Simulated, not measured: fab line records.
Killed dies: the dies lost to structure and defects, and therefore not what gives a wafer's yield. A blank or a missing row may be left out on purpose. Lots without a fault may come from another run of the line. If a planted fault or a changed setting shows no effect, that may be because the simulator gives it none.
fab line records	flow n5Finfet
record: lots: 6	wafers: 18	lastDay: 17
route steps=1938 shown BEOL_M2@914 BEOL_M4@1111 PASSIVATION@1936
lots that met no fault: taken from a fault-free run of the same line
startH: hours from the record's first day to the start of the lot's first wafer shown	waitH: hours since the lot's step before	" identical to the entry in the row above	L1.1+2: several wafers, shown together as one row	- either no value or no given start	* or withheld: withheld	< > ~ a bound
route shown NAME@n: a module of which the file shows steps, and the number in the route of the first	usual: mean/standard deviation taken from wafers without a fault	same: alike in all rows	chamber/n: place in a boat	sites: readings site by site	_std_site: the values' standard deviation	_edge_site: inner sites' mean taken away from outer sites' mean	radiusMm: how far each site lies from the wafer's centre	mask NAME#n: copy n	behind: tool/chamber where the wafer was last shaped	hold: why the lot went on hold/how many hours it stayed there/how the hold came to an end	device: the n, p or np transistor that did not switch	end of line: tests run on the same wafers once the route is complete	step lacking rows: just its recipe	killed: count of dies lost to structure and defects at first sort (not the wafer's yield)	map: per-die view of a wafer (x killed, . not killed, _ where there is no die)
set.NAME: the setting that was run; set.NAME@STEP: the one run at that earlier step	model.NAME: the simulator's own value behind a step, which no gauge read
lots at selected steps of the route; one table per step, one row per wafer
services: a tool's chamber out of use, with start hour (startH, from the record's first day; less than 0 if before it), hours out, and reason
== steps ==
step: N5_BEOL_M2_SPUTTER_90
recipe: material: Cu	targetThkA: 45	tempC: -20	chamberPressurePa: 0.07	powerW: withheld	timeS: 8.29
step: N5_BEOL_M2_ANNEAL_91
recipe: tempC: 400	timeS: 240	ambient: vacuum
step: N5_BEOL_M2_SPUTTER_92
recipe: material: Cu	targetThkA: 45	tempC: -20	chamberPressurePa: 0.07	powerW: withheld	timeS: 8.29
step: N5_BEOL_M2_ANNEAL_93
recipe: tempC: 400	timeS: 240	ambient: vacuum
step: N5_BEOL_M2_SPUTTER_94
recipe: material: Cu	targetThkA: 45	tempC: -20	chamberPressurePa: 0.07	powerW: withheld	timeS: 8.29
usual: throttleValvePct: 29.7/0.95
lot.wafer	tool	chamber	startH	waitH	throttleValvePct
L703.2	pvdSputter-01	-	167.29	0.1	27.9
L703.3	"	-	"	"	29.5
L703.5	"	-	"	"	30.6
L705.4	pvdSputter-01	-	181.00	0.1	27.5
L705.5	"	-	"	"	30.6
L705.6	"	-	"	"	31.2
L720.3	pvdSputter-03	-	268.56	0.1	30.1
L720.4	"	-	"	"	30.7
L720.6	"	-	"	"	30.7
L719.1	pvdSputter-02	-	269.08	0.1	28.6
L719.2	"	-	"	"	29.8
L719.6	"	-	"	"	30.3
L721.3	pvdSputter-02	-	272.26	0.1	28.8
L721.4	"	-	"	"	29.6
L721.6	"	-	"	"	29.7
L722.3	pvdSputter-03	-	273.52	0.1	30.9
L722.4	"	-	"	"	29.8
L722.5	"	-	"	"	28.6
step: N5_BEOL_M2_ANNEAL_95
recipe: tempC: 400	timeS: 240	ambient: vacuum
usual: heaterPowerW: 896/64
lot.wafer	tool	chamber	startH	waitH	heaterPowerW
L703.2	pvdSputter-01	-	167.37	0.0	935
L703.3	"	-	"	"	1036
L703.5	"	-	"	"	1005
L705.4	pvdSputter-01	-	181.08	0.0	931
L705.5	"	-	"	"	1009
L705.6	"	-	"	"	870
L720.3	pvdSputter-03	-	268.64	0.0	809
L720.4	"	-	"	"	873
L720.6	"	-	"	"	866
L719.1	pvdSputter-02	-	269.16	0.0	865
L719.2	"	-	"	"	831
L719.6	"	-	"	"	870
L721.3	pvdSputter-02	-	272.34	0.0	884
L721.4	"	-	"	"	808
L721.6	"	-	"	"	831
L722.3	pvdSputter-03	-	273.60	0.0	851
L722.4	"	-	"	"	964
L722.5	"	-	"	"	917
step: N5_BEOL_M2_SPUTTER_96
recipe: material: Cu	targetThkA: 45	tempC: -20	chamberPressurePa: 0.07	powerW: withheld	timeS: 8.29
usual: throttleValvePct: 29.7/0.94
lot.wafer	tool	chamber	startH	waitH	throttleValvePct
L703.2	pvdSputter-01	-	167.51	0.1	27.6
L703.3	"	-	"	"	29.6
L703.5	"	-	"	"	30.9
L705.4	pvdSputter-01	-	181.22	0.1	27.8
L705.5	"	-	"	"	31.0
L705.6	"	-	"	"	31.2
L720.3	pvdSputter-03	-	268.78	0.1	29.8
L720.4	"	-	"	"	30.9
L720.6	"	-	"	"	30.8
L719.1	pvdSputter-02	-	269.30	0.1	28.6
L719.2	"	-	"	"	29.8
L719.6	"	-	"	"	30.8
L721.3	pvdSputter-02	-	272.48	0.1	28.6
L721.4	"	-	"	"	29.7
L721.6	"	-	"	"	29.6
L722.3	pvdSputter-03	-	273.74	0.1	30.9
L722.4	"	-	"	"	29.7
L722.5	"	-	"	"	28.5
step: N5_BEOL_M2_ECD_50
recipe: material: Cu	targetThkA: 3000
step: N5_BEOL_M2_ANNEAL_51
recipe: tempC: 225	timeS: 90	ambient: N2
usual: annealTempCMax: 226.1/0.34	wafer_temp_C_max: 226.3/0.52
lot.wafer	tool	chamber	startH	waitH	annealTempCMax	wafer_temp_C_max
L703.2	rtpAnneal-01	0	167.81	0.2	226.8	225.4
L703.3	"	0	"	"	225.9	225.7
L703.5	"	0	"	"	226.4	226.1
L705.4	rtpAnneal-01	0	181.55	0.2	226.2	225.7
L705.5	"	0	"	"	226.5	225.6
L705.6	"	0	"	"	226.5	225.9
L720.3	rtpAnneal-02	0	269.18	0.2	226.0	226.9
L720.4	"	0	"	"	226.0	226.8
L720.6	"	0	"	"	226.3	226.7
L719.1	rtpAnneal-02	0	269.54	0.1	225.8	226.4
L719.2	"	0	"	"	225.8	226.5
L719.6	"	0	"	"	226.2	227.3
L721.3	rtpAnneal-02	0	272.86	0.2	225.7	226.3
L721.4	"	0	"	"	225.7	226.5
L721.6	"	0	"	"	225.7	226.3
L722.3	rtpAnneal-02	0	274.48	0.6	226.0	226.1
L722.4	"	0	"	"	226.1	226.2
L722.5	"	0	"	"	225.9	226.3
step: N5_BEOL_M2_CMP_52
recipe: stopOn: SiOC	tOverpolishS: 6.8	downForcePsi: 1	platenRpm: 50	clearingPlatenDownForcePsi: 1.5	clearingPlatenRpm: 50	postCmpClean: cuAlkaline	targetThkNm: 40	clearingPlatenPadVelocityMS: 0.99484	padVelocityMS: 0.99484
step: N5_BEOL_M2_THK_MEAS_53
recipe: thkMeasGauge: xrf	reads: Cu_of_BEOL_M2_ECD_50
usual: M2_THK: 40.2/1.7
lot.wafer	tool	chamber	startH	waitH	M2_THK[nm]
L703.2	filmMetro-01	-	168.38	-	43.0
L703.3	"	-	"	"	43.6
L703.5	"	-	"	"	41.5
L705.4	filmMetro-02	-	182.01	-	42.7
L705.5	"	-	"	"	40.8
L705.6	"	-	"	"	40.9
L720.3	filmMetro-02	-	269.68	-	42.2
L720.4	"	-	"	"	41.2
L720.6	"	-	"	"	39.5
L719.1	filmMetro-01	-	270.13	-	42.4
L719.2	"	-	"	"	42.0
L719.6	"	-	"	"	39.9
L721.3	filmMetro-01	-	273.36	-	39.8
L721.4	"	-	"	"	40.7
L721.6	"	-	"	"	39.9
L722.3	filmMetro-02	-	274.98	-	37.6
L722.4	"	-	"	"	38.1
L722.5	"	-	"	"	38.9
step: N5_BEOL_M2_PRE_CLEAN_60
recipe: gas: NH3/H2	timeS: 15	tempC: *	rfPowerW: 300
usual: heaterPowerW: 79/12	rfFwdPowerW: 296.2/1.3
lot.wafer	tool	chamber	startH	waitH	heaterPowerW	rfFwdPowerW
L703.2	cvdCo-02	1	168.41	0.0	104	299.1
L703.3	"	2	"	"	75	294.5
L703.5	"	0	"	"	84	296.0
L705.4	cvdCo-02	2	182.07	0.1	73	295.4
L705.5	"	0	"	"	85	296.0
L705.6	"	1	"	"	106	298.2
L720.3	cvdCo-01	2	269.71	0.0	75	297.7
L720.4	"	1	"	"	69	296.3
L720.6	"	0	"	"	70	294.6
L719.1	cvdCo-01	0	270.16	0.0	65	294.1
L719.2	"	2	"	"	75	296.2
L719.6	"	2	"	"	74	295.9
L721.3	cvdCo-01	2	273.45	0.1	75	296.5
L721.4	"	2	"	"	76	296.2
L721.6	"	1	"	"	70	296.2
L722.3	cvdCo-02	0	275.02	0.0	83	296.9
L722.4	"	2	"	"	77	295.5
L722.5	"	0	"	"	83	296.8
step: N5_BEOL_M2_CO_CAP_55
recipe: material: Co	targetThkA: 20	tempC: 200	precursor: CCTBA/H2	pressureTorr: 30	timeS: 102.1
usual: heaterPowerW: 229/14	runLengthS: 125.1/0.55
lot.wafer	tool	chamber	startH	waitH	heaterPowerW	runLengthS	model.Co_of_BEOL_M2_CO_CAP_55.thkNm
L703.2	cvdCo-02	1	168.45	0.0	257	125.2	2
L703.3	"	2	"	"	218	73.6	1
L703.5	"	0	"	"	233	74.7	1
L705.4	cvdCo-02	2	182.12	0.0	222	124.6	2
L705.5	"	0	"	"	232	74.6	1
L705.6	"	1	"	"	253	126.2	2.2
L720.3	cvdCo-01	2	269.75	0.0	224	125.0	2
L720.4	"	1	"	"	221	125.1	2.4
L720.6	"	0	"	"	216	125.5	2.2
L719.1	cvdCo-01	0	270.20	0.0	215	125.5	2.2
L719.2	"	2	"	"	225	125.3	2
L719.6	"	2	"	"	223	124.6	2
L721.3	cvdCo-01	2	273.49	0.0	221	124.8	1.8
L721.4	"	2	"	"	222	125.0	2
L721.6	"	1	"	"	218	125.4	2.2
L722.3	cvdCo-02	0	275.06	0.0	235	125.8	2.2
L722.4	"	2	"	"	227	124.6	2.2
L722.5	"	0	"	"	234	125.4	2
step: N5_BEOL_M2_PRE_CLEAN_56
recipe: gas: NH3	timeS: 15	tempC: withheld	rfPowerW: 300
step: N5_BEOL_M4_RC_MEAS_101
usual: DIBL_N: 35.3/2.5	DIBL_P: 35/3.3	IOFF_N: 0.15/0.049	IOFF_P: 0.20/0.056	ION_N: 673/16	ION_P: 462/10	SS_N: 71.2/0.85	SS_P: 73.0/0.97	VT_N: 252/4.9	VT_P: -251/5
lot.wafer	tool	chamber	startH	waitH	DIBL_N[mV/V]	DIBL_P[mV/V]	IOFF_N[nA/um]	IOFF_P[nA/um]	ION_N[uA/um]	ION_P[uA/um]	SS_N[mV/dec]	SS_P[mV/dec]	VT_N[mV]	VT_P[mV]
L703.2	prober-01	0	198.07	0.2	38.6	40	0.23	0.29	701	479	72.4	73.8	244	-244
L703.3	"	0	"	"	38.0	40	0.21	0.27	670	462	72.1	74.9	244	-246
L703.5	"	0	"	"	37.9	40	0.20	0.27	691	472	72.4	74.3	246	-248
L705.4	prober-02	0	199.38	0.5	37.2	38	0.17	0.21	678	462	71.8	74.5	248	-251
L705.5	"	0	"	"	31.6	31	0.09	0.12	647	442	69.5	71.5	258	-258
L705.6	"	0	"	"	35.6	36	0.13	0.18	661	454	71.3	73.2	252	-252
L720.3	prober-02	0	292.50	0.3	35.4	35	0.12	0.16	663	454	70.5	72.1	254	-254
L720.4	"	0	"	"	35.3	34	0.13	0.16	670	451	71.0	72.5	253	-254
L720.6	"	0	"	"	31.1	30	0.08	0.11	645	447	69.2	71.3	260	-257
L719.1	prober-01	0	296.93	0.0	35.4	34	0.13	0.18	655	457	70.7	72.7	253	-250
L719.2	"	0	"	"	32.5	32	0.11	0.17	658	458	69.9	73.1	254	-252
L719.6	"	0	"	"	33.8	33	0.12	0.17	659	456	70.6	73.9	253	-251
L722.3	prober-02	0	297.61	0.3	33.5	34	0.12	0.15	659	454	71.2	73.8	255	-255
L722.4	"	0	"	"	31.9	32	0.10	0.13	647	452	70.2	72.1	258	-258
L722.5	"	0	"	"	31.8	31	0.10	0.13	655	452	69.8	71.9	259	-259
L721.3	prober-02	0	312.68	0.3	33.6	31	0.09	0.12	655	450	69.8	71.7	261	-259
L721.4	"	0	"	"	36.0	34	0.11	0.15	661	451	70.6	73.6	257	-259
L721.6	"	0	"	"	33.1	30	0.08	0.11	645	448	70.3	71.6	259	-262
step: N5_PASSIVATION_PROBE_49
usual: defectLimitedYield: 91.3/1.4	killed_at_M0_to_M3: 33/9.9	killed_at_M4_up: 15/5.6	killedAtContacts: 13/5.7	killedAtFrontEnd: 38/12	killedAtOther: 4/3.1	killedDies: 103/17	killedOpen: 66/13	killedShort: 32/7.8	sort_bin_5_function: 5.1/0.95	sort_bin_6_memory: 3.2/0.68	sort_bin_8_speed: 0.02/0.22	sortNPass: 1077/17	sortYieldPct: 91.3/1.5
same: grossDies: 1180	killedAtBackSide: 0	sort_bin_4_leakage[%]: 0
lot.wafer	tool	chamber	startH	waitH	defectLimitedYield[%]	killed_at_M0_to_M3	killed_at_M4_up	killedAtContacts	killedAtFrontEnd	killedAtOther	killedDies	killedOpen	killedShort	sort_bin_5_function[%]	sort_bin_6_memory[%]	sort_bin_8_speed[%]	sortNPass	sortYieldPct[%]
L703.2	prober-01	-	302.92	0.1	93.6	22	21	13	15	4	75	45	27	4.5	1.8	0	1105	93.6
L703.3	prober-01	-	302.97	0.1	93.1	11	9	12	45	5	82	48	33	4.3	2.5	0	1098	93.1
L703.5	prober-01	-	303.07	0.2	89.6	32	18	25	44	4	123	71	43	6.3	3.1	0	1057	89.6
L720.3	prober-02	-	400.05	0.1	90.1	29	11	22	40	15	117	71	42	5.5	3.7	0	1063	90.1
L720.4	prober-02	-	400.10	0.2	91.3	27	15	21	37	3	103	71	27	4.7	3.7	0	1077	91.3
L720.6	prober-02	-	400.20	0.3	92.1	35	16	15	22	5	93	65	24	4.2	3.4	0	1087	92.1
L721.3	prober-01	-	419.10	0.1	90.4	25	12	13	58	5	113	65	43	5.0	4.3	0	1067	90.4
L721.4	prober-01	-	419.15	0.2	90.9	44	16	5	34	8	107	75	29	4.8	3.6	0	1073	90.9
L721.6	prober-01	-	419.25	0.3	89.6	41	10	18	49	5	123	76	43	5.8	4.2	0	1057	89.6
killed by level:class
L703.2 MOL_CONTACT_COAG:geometricParticle:open=11 BEOL_M4:geometricParticle:open=11 BEOL_M0_SAQP:geometricParticle:open=7 BEOL_M4:geometricParticle:short=6 BEOL_M0_SAQP:geometricParticle:short=4 BEOL_M3:geometricParticle:short=4 BEOL_M8:geometricParticle:open=3 FIN_SAQP:geometricParticle:open=2
L703.3 FIN_SAQP:geometricParticle:open=9 FIN_SAQP:geometricParticle:short=9 MOL_CONTACT_COAG:geometricParticle:open=9 GATE_CUT:geometricParticle:short=6 STI_FIN_REVEAL:geometricParticle:open=5 DUMMY_GATE:geometricParticle:open=5 BEOL_M3:geometricParticle:open=4 MOL_CONTACT_COAG:geometricParticle:short=3
L703.5 MOL_CONTACT_COAG:geometricParticle:open=18 HKMG_FIN:areaEtch=9 BEOL_M4:geometricParticle:open=8 FIN_SAQP:geometricParticle:short=7 MOL_CONTACT_COAG:geometricParticle:short=7 BEOL_M0_SAQP:geometricParticle:short=7 DUMMY_GATE:geometricParticle:open=6 BEOL_M1:geometricParticle:open=6
L720.3 MOL_CONTACT_COAG:geometricParticle:open=13 GATE_CUT:geometricParticle:short=8 BEOL_M0_SAQP:geometricParticle:short=8 MOL_CONTACT_COAG:geometricParticle:short=7 BEOL_M0_SAQP:geometricParticle:open=7 DUMMY_GATE:geometricParticle:open=6 FIN_SAQP:geometricParticle:short=5 STI_FIN_REVEAL:geometricParticle:open=5
L720.4 MOL_CONTACT_COAG:geometricParticle:open=18 FIN_SAQP:geometricParticle:open=10 STI_FIN_REVEAL:geometricParticle:open=10 BEOL_M0_SAQP:geometricParticle:short=8 BEOL_M0_SAQP:geometricParticle:open=8 BEOL_M4:geometricParticle:open=4 FIN_SAQP:geometricParticle:short=3 ILD0:geometricParticle:short=3
L720.6 BEOL_M3:geometricParticle:open=13 MOL_CONTACT_COAG:geometricParticle:open=13 BEOL_M0_SAQP:geometricParticle:open=6 GATE_CUT:geometricParticle:short=5 BEOL_M0_SAQP:geometricParticle:short=4 BEOL_M3:geometricParticle:short=4 BEOL_M4:geometricParticle:open=4 BEOL_M5:geometricParticle:open=4
L721.3 GATE_CUT:geometricParticle:short=10 STI_FIN_REVEAL:geometricParticle:open=9 FIN_SAQP:geometricParticle:open=8 MOL_CONTACT_COAG:geometricParticle:open=8 DUMMY_GATE:geometricParticle:open=7 BEOL_M0_SAQP:geometricParticle:short=7 BEOL_M0_SAQP:geometricParticle:open=6 FIN_SAQP:geometricParticle:short=5
L721.4 STI_FIN_REVEAL:geometricParticle:open=13 BEOL_M0_SAQP:geometricParticle:open=9 BEOL_M1:geometricParticle:open=8 BEOL_M0_SAQP:geometricParticle:short=7 BEOL_M3:geometricParticle:open=7 BEOL_M4:geometricParticle:open=7 BEOL_M2:geometricParticle:open=6 FIN_SAQP:geometricParticle:open=5
L721.6 STI_FIN_REVEAL:geometricParticle:open=15 MOL_CONTACT_COAG:geometricParticle:open=11 BEOL_M0_SAQP:geometricParticle:short=10 BEOL_M0_SAQP:geometricParticle:open=10 FIN_SAQP:geometricParticle:open=6 BEOL_M3:geometricParticle:open=6 FIN_SAQP:geometricParticle:short=5 MOL_CONTACT_COAG:geometricParticle:short=5
== services ==
tool	chamber	startH	hours	kind
pvdSputter-02	-	157.03	4.8	repair
pvdSputter-03	-	216.20	4.0	repair
== key ==
firstSign: step: N5_BEOL_M2_CO_CAP_55	reading: runLengthS	direction: down	sigmas: 93	usual: *	struck: *
effect none on later readings
modelEffect: step: N5_BEOL_M2_CO_CAP_55	value: Co_of_BEOL_M2_CO_CAP_55.thkNm	without: 2	struck: 1
metAt N5_BEOL_M2_CO_CAP_55
struckWafers L703.3,L703.5,L705.5
fault: kind: processParameterDrift	tool: cvdCo-02	chamber: -	onsetH: 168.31	steps: N5_BEOL_M2_CO_CAP_55	channel: timeS	offset: *	shape: step	endH: 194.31	scope: struckWafersOnly	actsIn: *	stated: *
